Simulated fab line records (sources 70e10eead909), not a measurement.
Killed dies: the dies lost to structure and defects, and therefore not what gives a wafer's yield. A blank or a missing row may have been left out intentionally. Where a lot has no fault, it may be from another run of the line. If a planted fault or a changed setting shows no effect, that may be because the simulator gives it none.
Matching of chambers    flow nandHarc    4 sister chambers for NHARC_P_GATE_STRIP_108 on rieDiel-12
The step strips in O2. 8 wafers are shown with their chamber, then 7 later ones without.

EACH WAFER AND ITS CHAMBER
wafer   chamber  drypumpMotorCurrentA (A)  oesProductAu (a.u.)
L146.3  0        4.8                       1.002
L146.4  3        5.9                       1.000
L145.3  0        4.7                       1.013
L148.1  3        5.9                       0.991
L148.5  1        6.2                       0.992
L148.6  2        6.5                       1.003
L151.1  2        6.5                       0.999
L151.4  1        6.2                       1.001

WAFERS WITH NO CHAMBER GIVEN
wafer   drypumpMotorCurrentA (A)  oesProductAu (a.u.)
L151.5  6.5                       0.997
L153.1  4.8                       1.004
L153.3  6.5                       1.001
L153.4  4.7                       1.004
L165.1  6.2                       1.007
L165.4  4.7                       1.000
L165.5  6.5                       1.005

THE CHAMBER EACH PASSED THROUGH
wafer   from the rows above  in truth
L151.5  2                    2
L153.1  0                    0
L153.3  2                    2
L153.4  0                    0
L165.1  1                    1
L165.4  0                    0
L165.5  2                    2
Placed correctly: 7 of 7. Can't be placed from these rows: 0. Number placed wrongly: 0.
How it was worked out, from the rows above alone: a wafer's distance from a chamber is the root of the sum, over the readings, of the square of ((its reading less the chamber's mean) divided by the reading's scatter). If the next closest chamber is less than 2 further off than the closest, the wafer can't be placed; otherwise it belongs to the closest. For every chamber, the mean is computed from those of its wafers that are shown. How the scatter is found: for the shown wafers, subtract from each reading the mean of its chamber, square and add these, divide the total by (wafers less chambers), then take the root.
